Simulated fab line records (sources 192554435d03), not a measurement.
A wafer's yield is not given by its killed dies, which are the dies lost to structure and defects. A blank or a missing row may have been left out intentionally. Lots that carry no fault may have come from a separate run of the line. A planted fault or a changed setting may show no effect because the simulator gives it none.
fab line records	flow n5-finfet	part 1 of 2: steps 1 to 18 of 20
record: lots: 6	wafers: 18	last-day: 18
route steps=1938 shown FIN_CUT@161 BEOL_M4@1111 PASSIVATION@1936
lots untouched by any fault: they come from a run of this same line in which no faults occurred
start-h: hours from the record's opening day to when the first of the lot's shown wafers began	wait-h: hours since the lot's step before	" identical to the entry in the row above	L1.1+2: several wafers, shown together as one row	- either no value or no given start	* or withheld: withheld	< > ~ a bound
route shown NAME@n: a module of which the file shows steps, and the number in the route of the first	usual: the fault-free wafers' mean and standard deviation	same: alike in all rows	chamber/n: place in a boat	sites: readings site by site	_std_site: the standard deviation of these	_edge_site: mean of outer sites minus mean of inner sites	radius-mm: how far each site lies from the wafer's centre	mask NAME#n: copy n	behind: the tool/chamber that last shaped the wafer	hold: why the lot went on hold/how many hours it stayed there/how the hold came to an end	device: the n, p or np transistor that did not switch	end of line: the same wafers' tests at the end of the route	a step with no rows: only its recipe	killed: dies that structure and defects cost at the first sort, which is not the same as the wafer's yield	map: a wafer's dies, x killed, . not, _ none there
set.NAME: the setting the step ran with; set.NAME@STEP: the setting that earlier step ran with	model.NAME: the simulator's own value behind a step, which no gauge read
lots at some steps of the route; a table a step, a row a wafer
services: the hour from which a tool's chamber was out of use, counted from the record's first day as start-h (under 0 if before that day), plus the number of hours and why
== steps ==
step: N5_FIN_CUT_PEB_06
recipe: peb-temp-c: 100	peb-time-s: 60	resist: CAR-EUV
step: N5_FIN_CUT_DEVELOP_07
recipe: develop-time-s: 30	developer: TMAH	resist: CAR-EUV	rinse-liquid: surfactant-rinse	dry: air-spin	dev-temp-c: 23
step: N5_FIN_CUT_CD_MEAS_08
recipe: target-cd-nm: 29.1	landing-energy-ev: 500	detector: se-inlens	polarity: opening
usual: cd-nm: 29.08/0.22
lot.wafer	tool	chamber	start-h	wait-h	cd-nm
L458.1	cd-sem-02	0	27.69	-	28.92
L458.3	"	0	"	"	29.07
L458.4	"	0	"	"	29.16
L460.3	cd-sem-02	0	39.86	-	28.70
L460.5	"	0	"	"	29.29
L460.6	"	0	"	"	29.24
L467.2	cd-sem-01	0	82.56	-	29.06
L467.3	"	0	"	"	28.99
L467.5	"	0	"	"	28.78
L471.1	cd-sem-01	0	105.57	-	28.97
L471.4	"	0	"	"	28.60
L471.6	"	0	"	"	28.66
L475.2	cd-sem-03	0	128.49	-	29.13
L475.3	"	0	"	"	29.14
L475.5	"	0	"	"	29.20
L476.3	cd-sem-03	0	135.22	-	28.78
L476.4	"	0	"	"	29.04
L476.6	"	0	"	"	28.89
step: N5_FIN_CUT_OVL_MEAS_09
recipe: points-per-wafer: 522
usual: FIN_CUT_OVL: 0.3/0.62
lot.wafer	tool	chamber	start-h	wait-h	FIN_CUT_OVL[nm]
L458.1	overlay-01	0	27.72	0.0	0.6
L458.3	"	0	"	"	0.3
L458.4	"	0	"	"	0.3
L460.3	overlay-02	0	39.90	0.0	0.6
L460.5	"	0	"	"	-0.1
L460.6	"	0	"	"	-0.3
L467.2	overlay-01	0	82.60	0.0	1.1
L467.3	"	0	"	"	-0.5
L467.5	"	0	"	"	0.1
L471.1	overlay-01	0	105.60	0.0	-0.1
L471.4	"	0	"	"	0.5
L471.6	"	0	"	"	0.7
L475.2	overlay-01	0	128.52	0.0	-0.6
L475.3	"	0	"	"	-0.4
L475.5	"	0	"	"	-1.2
L476.3	overlay-02	0	135.26	0.0	-0.3
L476.4	"	0	"	"	1.1
L476.6	"	0	"	"	1.1
step: N5_FIN_CUT_INSPECT_10
recipe: mode: adi	inspect-instrument: brightfield
usual: raw-defect-count: 42/11
lot.wafer	tool	chamber	start-h	wait-h	raw-defect-count
L458.1	defect-inspect-02	-	27.78	0.1	34
L458.3	"	-	"	"	43
L458.4	"	-	"	"	60
L460.3	defect-inspect-02	-	39.94	0.0	35
L460.5	"	-	"	"	52
L460.6	"	-	"	"	53
L467.2	defect-inspect-02	-	82.66	0.1	42
L467.3	"	-	"	"	40
L467.5	"	-	"	"	46
L471.1	defect-inspect-01	-	105.67	0.1	79
L471.4	"	-	"	"	45
L471.6	"	-	"	"	71
L475.2	defect-inspect-02	-	128.58	0.0	38
L475.3	"	-	"	"	36
L475.5	"	-	"	"	66
L476.3	defect-inspect-01	-	135.31	0.0	42
L476.4	"	-	"	"	46
L476.6	"	-	"	"	44
step: N5_FIN_CUT_DESCUM_13
recipe: chemistry: O2	time-s: 7	source-power-w: 50	bias-power-w: 20	pressure-mtorr: 20	rf-frequency-hz: 2.712e+07	temp-c: 40	resist: CAR-EUV	o2-flow-sccm: 225
usual: drypump-motor-current-A: 5.7/0.41	oes-product-au: 0.78/0.087	rf-vpp-V: 243.3/1.3	showerhead-plenum-p-Torr: 2.09/0.064	throttle-valve-pct: 20.50/0.19
lot.wafer	tool	chamber	start-h	wait-h	drypump-motor-current-A	oes-product-au	rf-hours-counter-h	rf-vpp-V	showerhead-plenum-p-Torr	throttle-valve-pct
L458.1	rie-diel-02	3	28.00	0.2	5.9	0.77	132	241.4	2.02	20.30
L458.3	"	0	"	"	4.8	0.71	210	245.5	2.17	20.76
L458.4	"	2	"	"	6.1	0.95	17	242.7	2.06	20.40
L460.3	rie-diel-03	1	39.98	0.0	5.7	0.76	137	243.5	2.09	20.66
L460.5	"	1	"	"	5.7	0.76	-	244.1	2.09	20.66
L460.6	"	0	"	"	5.9	0.87	-	246.2	2.20	20.31
L467.2	rie-diel-02	2	82.83	0.2	6.1	0.91	33	242.1	2.05	20.43
L467.3	"	0	"	"	4.8	0.69	225	244.8	2.16	20.77
L467.5	"	3	"	"	5.9	0.75	-	242.2	2.01	20.34
L471.1	rie-diel-02	0	105.72	0.0	4.8	0.69	230	243.6	2.16	20.77
L471.4	"	2	"	"	6.1	0.90	41	243.2	2.05	20.43
L471.6	"	1	"	"	5.6	0.77	-	241.7	2.01	20.69
L475.2	rie-diel-05	1	128.61	0.0	5.3	0.92	30	244.7	2.14	20.18
L475.3	"	0	"	"	5.8	0.70	204	243.6	2.08	20.30
L475.5	"	0	"	"	5.8	0.71	-	244.2	2.08	20.30
L476.3	rie-diel-05	1	135.41	0.1	5.3	0.92	32	245.1	2.14	20.19
L476.4	"	2	"	"	6.2	1.01	0	242.8	2.05	20.36
L476.6	"	2	"	"	6.2	1.01	-	241.6	2.05	20.36
step: N5_FIN_CUT_ETCH_30
recipe: chemistry: N2/H2	target: underlayer	target-depth-a: 130	mask-material: CAR-EUV	time-s: 10.4	ion-energy-ev: 200	pressure-mtorr: 30	source-w: 840	bias-w: 150	n2-flow-sccm: 200	h2-flow-sccm: 200	ends: cleared
usual: drypump-motor-current-A: 5.7/0.41	etch-rf-on-time-s: 10.42/0.17	h2-flow-sccm: 200.1/0.57	oes-product-au: 0.66/0.072	rf-vpp-V: 523.7/2.4	showerhead-plenum-p-Torr: 2.53/0.079	throttle-valve-pct: 17.94/0.19
lot.wafer	tool	chamber	start-h	wait-h	drypump-motor-current-A	etch-rf-on-time-s	h2-flow-sccm	oes-product-au	rf-hours-counter-h	rf-vpp-V	showerhead-plenum-p-Torr	throttle-valve-pct
L458.1	rie-diel-02	3	28.03	0.0	5.9	10.09	200.6	0.66	132	520.6	2.45	17.83
L458.3	"	0	"	"	4.8	10.43	200.1	0.61	210	524.9	2.62	18.13
L458.4	"	2	"	"	6.0	10.08	199.9	0.81	17	522.2	2.49	17.77
L460.3	rie-diel-03	1	40.01	0.0	5.8	10.30	199.7	0.65	137	522.8	2.55	18.22
L460.5	"	1	"	"	5.8	10.47	199.8	0.64	-	523.3	2.55	18.23
L460.6	"	0	"	"	5.9	10.25	199.8	0.75	-	528.9	2.70	17.92
L467.2	rie-diel-02	2	82.87	0.0	6.0	10.23	200.1	0.77	33	520.7	2.49	17.77
L467.3	"	0	"	"	4.8	10.50	200.3	0.60	225	526.2	2.61	18.14
L467.5	"	3	"	"	5.9	10.21	199.4	0.64	-	520.0	2.44	17.86
L471.1	rie-diel-02	0	105.75	0.0	4.8	10.62	200.8	0.59	230	524.8	2.61	18.16
L471.4	"	2	"	"	6.1	10.23	199.2	0.77	41	522.3	2.48	17.80
L471.6	"	1	"	"	5.6	10.50	200.6	0.65	-	521.8	2.44	18.11
L475.2	rie-diel-05	1	128.65	0.0	5.4	10.34	199.9	0.77	30	524.1	2.60	17.62
L475.3	"	0	"	"	5.8	10.79	199.9	0.59	204	524.4	2.51	17.73
L475.5	"	0	"	"	5.8	10.80	199.9	0.59	-	523.1	2.51	17.72
L476.3	rie-diel-05	1	135.44	0.0	5.4	10.50	200.5	0.77	32	524.6	2.60	17.61
L476.4	"	2	"	"	6.2	10.26	199.9	0.86	0	523.8	2.50	17.70
L476.6	"	2	"	"	6.2	10.26	200.0	0.87	-	523.0	2.50	17.69
step: N5_FIN_CUT_ETCH_20
recipe: chemistry: CF4	target: SiARC	target-depth-a: 260	mask-material: CAR-EUV	time-s: 43.3	ion-energy-ev: 80	pressure-mtorr: 40	source-w: 545	bias-w: 36	Ar_flow_sccm: 100	cf4-flow-sccm: 100	ends: cleared
usual: drypump-motor-current-A: 5.7/0.41	etch-rf-on-time-s: 43.3/0.72	oes-product-au: 0.66/0.072	rf-vpp-V: 184.1/1	showerhead-plenum-p-Torr: 2.14/0.063	throttle-valve-pct: 15.66/0.21
lot.wafer	tool	chamber	start-h	wait-h	drypump-motor-current-A	etch-rf-on-time-s	oes-product-au	rf-hours-counter-h	rf-vpp-V	showerhead-plenum-p-Torr	throttle-valve-pct
L458.1	rie-diel-02	3	28.05	0.0	5.9	42.3	0.66	132	184.1	2.07	15.49
L458.3	"	0	"	"	4.8	43.3	0.61	210	184.3	2.20	15.87
L458.4	"	2	"	"	6.1	42.4	0.81	17	181.9	2.10	15.49
L460.3	rie-diel-03	1	40.03	0.0	5.8	43.9	0.64	137	183.9	2.15	15.83
L460.5	"	1	"	"	5.8	43.5	0.64	-	184.4	2.15	15.82
L460.6	"	0	"	"	6.0	43.2	0.74	-	185.1	2.26	15.54
L467.2	rie-diel-02	2	82.89	0.0	6.0	42.7	0.78	33	183.3	2.10	15.52
L467.3	"	0	"	"	4.8	43.8	0.60	225	184.7	2.20	15.92
L467.5	"	3	"	"	5.9	42.5	0.65	-	182.7	2.06	15.52
L471.1	rie-diel-02	0	105.77	0.0	4.8	43.4	0.59	230	185.2	2.20	15.92
L471.4	"	2	"	"	6.1	42.4	0.77	41	183.7	2.10	15.54
L471.6	"	1	"	"	5.6	42.9	0.66	-	183.6	2.05	15.75
L475.2	rie-diel-05	1	128.67	0.0	5.4	43.0	0.77	30	184.8	2.18	15.26
L475.3	"	0	"	"	5.8	45.0	0.59	204	183.5	2.13	15.48
L475.5	"	0	"	"	5.8	44.8	0.59	-	183.9	2.13	15.50
L476.3	rie-diel-05	1	135.46	0.0	5.4	43.2	0.78	32	185.1	2.18	15.26
L476.4	"	2	"	"	6.2	42.7	0.87	0	184.0	2.11	15.51
L476.6	"	2	"	"	6.2	43.3	0.86	-	184.5	2.11	15.52
step: N5_FIN_CUT_ETCH_21
recipe: chemistry: N2/H2	target: SOC	target-depth-a: 2190	overetch-a: 438	mask-material: SiARC	temp-c: 40	ion-energy-ev: 100	bias-w: 61	time-s: 523.5	pressure-mtorr: 30	source-w: 850	n2-flow-sccm: 200	h2-flow-sccm: 200
step: N5_FIN_CUT_STRIP_23
recipe: chemistry: N2/H2	temp-c: 40	n2-flow-sccm: 200	h2-flow-sccm: 200	rf-frequency-hz: 6e+07
step: N5_FIN_CUT_STRIP_31
recipe: chemistry: N2/H2	temp-c: 40	n2-flow-sccm: 200	h2-flow-sccm: 200	rf-frequency-hz: 6e+07
step: N5_FIN_CUT_STRIP_24
recipe: chemistry: CF4	resist: SiARC	power-w: 300	bias-power-w: 75	pressure-mtorr: 50	cf4-flow-sccm: 150	rf-frequency-hz: 6e+07
usual: drypump-motor-current-A: 5.7/0.41	oes-product-au: 0.77/0.08	rf-vpp-V: 271.1/1.4	showerhead-plenum-p-Torr: 1.79/0.052	throttle-valve-pct: 13.63/0.22
lot.wafer	tool	chamber	start-h	wait-h	drypump-motor-current-A	oes-product-au	rf-hours-counter-h	rf-vpp-V	showerhead-plenum-p-Torr	throttle-valve-pct
L458.1	rie-diel-02	3	28.42	0.0	5.9	0.76	133	269.1	1.74	13.49
L458.3	"	0	"	"	4.8	0.71	210	272.4	1.85	13.90
L458.4	"	2	"	"	6.0	0.92	17	270.6	1.76	13.39
L460.3	rie-diel-03	0	40.39	0.0	6.0	0.86	50	272.8	1.90	13.49
L460.5	"	0	"	"	5.9	0.85	-	273.3	1.90	13.51
L460.6	"	3	"	"	5.5	0.73	-	272.3	1.86	13.61
L467.2	rie-diel-02	2	83.25	0.0	6.0	0.89	34	270.4	1.76	13.45
L467.3	"	0	"	"	4.8	0.69	226	272.6	1.85	13.91
L467.5	"	3	"	"	5.9	0.74	-	269.3	1.73	13.52
L471.1	rie-diel-02	0	106.13	0.0	4.8	0.69	230	272.0	1.84	13.95
L471.4	"	2	"	"	6.1	0.87	41	271.1	1.75	13.44
L471.6	"	1	"	"	5.6	0.76	-	269.1	1.72	13.74
L475.2	rie-diel-05	1	129.03	0.0	5.4	0.89	30	272.5	1.82	13.17
L475.3	"	0	"	"	5.8	0.70	204	270.5	1.78	13.48
L475.5	"	0	"	"	5.8	0.70	-	270.5	1.78	13.51
L476.3	rie-diel-05	1	135.83	0.0	5.4	0.89	32	271.5	1.82	13.19
L476.4	"	2	"	"	6.2	0.98	0	271.6	1.77	13.45
L476.6	"	2	"	"	6.2	0.99	-	271.5	1.77	13.45
step: N5_FIN_CUT_CUT_ETCH_26
recipe: chemistry: CH3F/O2	target: SiNx	target-depth-a: 390	mask-material: SOC	time-s: 55.7	pressure-mtorr: 30	source-w: 395	bias-w: 73	Ar_flow_sccm: 150	CH3F_flow_sccm: 30	O2_flow_sccm: 20	ion-energy-ev: 120
usual: drypump-motor-current-A: 5.7/0.41	oes-product-au: 0.78/0.085	rf-vpp-V: 297.1/2.6	showerhead-plenum-p-Torr: 2.00/0.062	throttle-valve-pct: 16.43/0.2
lot.wafer	tool	chamber	start-h	wait-h	drypump-motor-current-A	oes-product-au	rf-hours-counter-h	rf-vpp-V	showerhead-plenum-p-Torr	throttle-valve-pct	model.etch.depth-nm	model.SOC_of_FIN_CUT_COAT_18.thk-nm
L458.1	rie-diel-02	3	28.44	0.0	5.9	0.78	133	292.1	1.93	16.23	39.78	212.4
L458.3	"	0	"	"	4.8	0.70	210	297.1	2.06	16.61	38.52	212.2
L458.4	"	2	"	"	6.0	0.95	17	297.6	1.97	16.29	39.97	211.2
L460.3	rie-diel-03	0	40.41	0.0	5.9	0.88	51	299.3	2.11	16.27	39.76	211.6
L460.5	"	0	"	"	5.9	0.88	-	299.0	2.11	16.27	39.76	211.2
L460.6	"	3	"	"	5.6	0.75	-	300.5	2.09	16.45	38.75	211.2
L467.2	rie-diel-02	2	83.27	0.0	6.1	0.80	34	298.1	1.96	16.28	32.8	213.6
L467.3	"	0	"	"	4.8	0.69	226	298.6	2.05	16.63	38.29	211.2
L467.5	"	3	"	"	5.9	0.75	-	292.2	1.92	16.27	39.05	210.8
L471.1	rie-diel-02	0	106.15	0.0	4.8	0.70	230	297.6	2.05	16.66	38.48	212.4
L471.4	"	2	"	"	6.0	0.79	41	296.3	1.96	16.31	32.76	214.8
L471.6	"	1	"	"	5.6	0.76	-	292.3	1.92	16.54	38.55	212
L475.2	rie-diel-05	1	129.05	0.0	5.3	0.91	30	299.2	2.04	16.06	39.57	211.4
L475.3	"	0	"	"	5.8	0.69	204	295.4	1.98	16.23	37.86	212
L475.5	"	0	"	"	5.8	0.70	-	296.4	1.98	16.24	38.36	211.6
L476.3	rie-diel-05	1	135.85	0.0	5.3	0.91	32	300.2	2.04	16.07	39.3	211.4
L476.4	"	2	"	"	6.2	1.00	0	297.6	1.97	16.25	38.68	211.8
L476.6	"	2	"	"	6.2	1.00	-	298.7	1.97	16.26	38.73	212
step: N5_FIN_CUT_CUT_ETCH_27
recipe: chemistry: CHF3/O2	target: SiO2	target-depth-a: 40	mask-material: SOC	overetch-a: 20	time-s: 4.9	pressure-mtorr: 30	source-w: 650	bias-w: 170	Ar_flow_sccm: 200	CHF3_flow_sccm: 50	O2_flow_sccm: 5	ion-energy-ev: 200
usual: drypump-motor-current-A: 5.7/0.41	oes-product-au: 0.61/0.063	rf-vpp-V: 523/4.4	showerhead-plenum-p-Torr: 2.41/0.072	throttle-valve-pct: 18.90/0.2
lot.wafer	tool	chamber	start-h	wait-h	drypump-motor-current-A	oes-product-au	rf-hours-counter-h	rf-vpp-V	showerhead-plenum-p-Torr	throttle-valve-pct
L458.1	rie-diel-02	3	28.48	0.0	5.9	0.60	133	515	2.32	18.68
L458.3	"	0	"	"	4.8	0.56	210	524	2.48	19.06
L458.4	"	2	"	"	6.1	0.74	17	524	2.37	18.77
L460.3	rie-diel-03	0	40.46	0.0	5.9	0.68	51	526	2.54	18.78
L460.5	"	0	"	"	5.9	0.69	-	525	2.54	18.78
L460.6	"	3	"	"	5.5	0.59	-	529	2.52	18.93
L467.2	rie-diel-02	2	83.32	0.0	6.0	0.71	34	525	2.36	18.79
L467.3	"	0	"	"	4.8	0.55	226	524	2.47	19.07
L467.5	"	3	"	"	5.9	0.59	-	514	2.31	18.69
L471.1	rie-diel-02	0	106.20	0.0	4.8	0.55	230	523	2.47	19.09
L471.4	"	2	"	"	6.1	0.70	41	524	2.36	18.83
L471.6	"	1	"	"	5.6	0.61	-	519	2.32	19.00
L475.2	rie-diel-05	1	129.09	0.0	5.4	0.70	30	528	2.46	18.55
L475.3	"	0	"	"	5.8	0.56	204	522	2.39	18.67
L475.5	"	0	"	"	5.8	0.55	-	522	2.39	18.66
L476.3	rie-diel-05	1	135.89	0.0	5.3	0.71	32	528	2.46	18.56
L476.4	"	2	"	"	6.2	0.79	0	525	2.37	18.77
L476.6	"	2	"	"	6.2	0.79	-	526	2.37	18.77
step: N5_FIN_CUT_PRECLEAN_35
recipe: time-s: 13.3	temp-c: 45	pressure-torr: 125	p-hf-torr: 3	p-coreactant-torr: 25	chemistry: vHF
step: N5_FIN_CUT_CUT_ETCH_15
recipe: chemistry: HBr/Cl2/O2	target: Si	target-depth-a: 1000	bt-time-s: 10	mask-material: SOC	time-s: 42.4	ion-energy-ev: *	bias-w: *	pressure-mtorr: 10	icp-w: 800	HBr_flow_sccm: 150	Cl2_flow_sccm: 80	O2_flow_sccm: 12
step: N5_FIN_CUT_CUT_ETCH_28
recipe: chemistry: HBr/Cl2/O2	target: Si	target-depth-a: 60	mask-material: SOC	time-s: 2.4	ion-energy-ev: *	bias-w: *	pressure-mtorr: 10	icp-w: 800	HBr_flow_sccm: 150	Cl2_flow_sccm: 80	O2_flow_sccm: 12
usual: drypump-motor-current-A: 5.6/0.61	he-backside-leak-sccm: 2.72/0.29	oes-product-au: 1.007/0.016	throttle-valve-pct: 37.2/0.35
lot.wafer	tool	chamber	start-h	wait-h	drypump-motor-current-A	he-backside-leak-sccm	oes-product-au	rf-hours-counter-h	throttle-valve-pct	model.SOC_of_FIN_CUT_COAT_18.thk-nm
L458.1	rie-si-03	0	28.68	0.0	5.1	2.49	1.012	105	37.2	169.2
L458.3	"	1	"	"	6.3	2.73	0.999	158	37.3	169.2
L458.4	"	2	"	"	6.7	2.56	1.010	186	36.8	167.8
L460.3	rie-si-05	2	40.66	0.0	5.2	3.04	0.961	110	36.8	168.4
L460.5	"	1	"	"	5.0	3.08	0.997	-	37.7	168
L460.6	"	0	"	"	5.7	3.27	1.022	-	37.3	167.6
L467.2	rie-si-03	0	83.52	0.0	5.1	2.48	1.003	106	37.2	170.2
L467.3	"	2	"	"	6.7	2.64	1.017	187	36.8	168
L467.5	"	1	"	"	6.3	2.64	0.997	-	37.3	167.6
L471.1	rie-si-03	3	106.40	0.0	4.7	3.07	1.021	197	37.9	169.6
L471.4	"	3	"	"	4.7	3.23	1.029	-	38.0	171.6
L471.6	"	0	"	"	5.1	2.49	1.006	-	37.2	168.8
L475.2	rie-si-03	3	129.30	0.0	4.7	2.78	0.999	0	37.8	168.6
L475.3	"	1	"	"	6.3	2.56	1.004	160	37.3	168.6
L475.5	"	3	"	"	4.7	2.61	1.005	-	37.8	168.4
L476.3	rie-si-05	0	136.09	0.0	5.7	3.32	1.018	193	37.3	168.4
L476.4	"	1	"	"	5.0	2.83	1.001	8	37.7	169.4
L476.6	"	1	"	"	5.0	3.06	1.000	-	37.7	169.6
step: N5_FIN_CUT_STRIP_22
recipe: chemistry: N2/H2	power-w: 500	temp-c: 40	pressure-mtorr: 50	rf-frequency-hz: 6e+07	overash-fraction: 0.3	bias-power-w: 8	h2-frac: 0.5	n2-flow-sccm: 300	h2-flow-sccm: 300
== key ==
first-sign none at tools or gauges
model-effect: step: N5_FIN_CUT_CUT_ETCH_26	value: etch.depth-nm	without: 39.41	struck: 32.78
model-effect: step: N5_FIN_CUT_CUT_ETCH_28	value: SOC_of_FIN_CUT_COAT_18.thk-nm	without: 167.7	struck: 170.9
met-at N5_FIN_CUT_CUT_ETCH_26
struck-wafers L467.2,L471.4
onset-between 28.44 83.27
fault: kind: process-parameter-drift	tool: rie-diel-02	chamber: -	onset-h: 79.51	steps: N5_FIN_CUT_CUT_ETCH_26	channel: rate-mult	offset: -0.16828	shape: step	end-h: 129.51	scope: struck-wafers-only
